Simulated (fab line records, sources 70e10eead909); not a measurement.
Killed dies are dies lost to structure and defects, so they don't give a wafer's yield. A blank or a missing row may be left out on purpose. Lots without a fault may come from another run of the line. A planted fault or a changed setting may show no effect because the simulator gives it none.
Problem report in the 8D (eight disciplines) form, filled by code | flow nand_harc | the parts of the form that need people (team, actions taken, sign-off) are left out

1. THE PROBLEM
rf_fwd_power_W at NHARC_A_CONTACT_DEP_24 reads a mean of 1259.5 W on 3 wafers of 2 lots; wafers without a fault read 899.1 W with a standard deviation of 2.7. That is +99 or more standard deviations from the usual mean.
The step: deposits SiO2, target thk 500 nm.
First seen on wafer L124.5, day 25 16:35, on pecvd-04. The record holds 36 wafers of 12 lots with a number at this step. Rule for "out", or "out of limits": more than 4 standard deviations from the usual mean. The other wafers with a number count as sound.

2. WHAT IT IS AND WHAT IT IS NOT
question                    | is                               | is not
which readings at this step | rf_fwd_power_W, showerhead_vpp_V | susceptor_temp_C, throttle_valve_pct
which lots                  | L124, L126                       | L113, L114, L116, L117, L118, L120, L133, L134, L135, L136
which wafers of those lots  | L124.5, L126.2, L126.6           | L124.4, L124.6, L126.1
read on which tools         | pecvd-04                         | pecvd-01, pecvd-02
when                        | from day 25 16:35                | up to then (20 sound wafers); but 13 sound wafers of L126, L133, L134, L135, L136 came after

3. SUSPECTS, AND WHAT RULES EACH OUT
Counting: a tool at a process step up to the reading stays a suspect if it ran every lot that is out. Sound lots after the first of them don't rule it out here, since some wafers of a struck lot are sound.
- cvd_w-01 at NHARC_A_WL_FILL_CVD_20 (deposits W, target thk 100 nm, time 74 s): kept. It ran every lot that is out, first L124 (day 25 16:35); its last sound lot up to then is L117 (day 22 11:02). NHARC_A_WL_FILL_CVD_20 gives no start for some lots, so the hours and the order of its lots are those of NHARC_A_CONTACT_DEP_24.
- pecvd-04 at NHARC_A_CONTACT_DEP_24 (deposits SiO2, target thk 500 nm): kept. It ran every lot that is out, first L124 (day 25 16:35); its last sound lot up to then is L117 (day 22 11:02). Its own readings are out on those wafers: rf_fwd_power_W, showerhead_vpp_V.
- Within pecvd-04 at NHARC_A_CONTACT_DEP_24: the wafers that are out ran in chamber 0; their sound lot-mates ran in chambers 1, 2.
Left after counting: cvd_w-01 at NHARC_A_WL_FILL_CVD_20, pecvd-04 at NHARC_A_CONTACT_DEP_24.

4. THE CAUSE (what the simulator had put in)
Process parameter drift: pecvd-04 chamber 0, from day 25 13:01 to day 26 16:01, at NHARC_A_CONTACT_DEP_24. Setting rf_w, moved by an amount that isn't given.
Counting left 2 suspects, and this tool is among them.

5. THE CHAIN OF EFFECTS, in route order
Each row: a reading whose mean over the struck wafers that have a number lies more than 3 standard deviations from the usual. Only readings for which the record gives a usual standard deviation are gone through. hours: the time from each lot's start at the first step in this table that gives one to its start at this step, as a median over the lots. sigmas: the change in usual standard deviations.
hours | step                   | reading          | usual   | on struck wafers | change | sigmas
0     | NHARC_A_CONTACT_DEP_24 | rf_fwd_power_W   | 899.1 W | 1259.5           | +360.4 | +99 or more
0     | NHARC_A_CONTACT_DEP_24 | showerhead_vpp_V | 1855 V  | 2353             | +498   | +4.1
The process steps in it:
- NHARC_A_CONTACT_DEP_24: deposits SiO2, target thk 500 nm.
Later measuring or inspecting steps at which every struck wafer that the step has a row for has a number for every such reading, and none has moved that far: NHARC_A_CONTACT_OVL_MEAS_43.

6. WHAT WOULD HAVE CAUGHT IT SOONER
In this record the first reading out of limits was taken at day 25 16:35, 4 hours after the fault began at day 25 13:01.
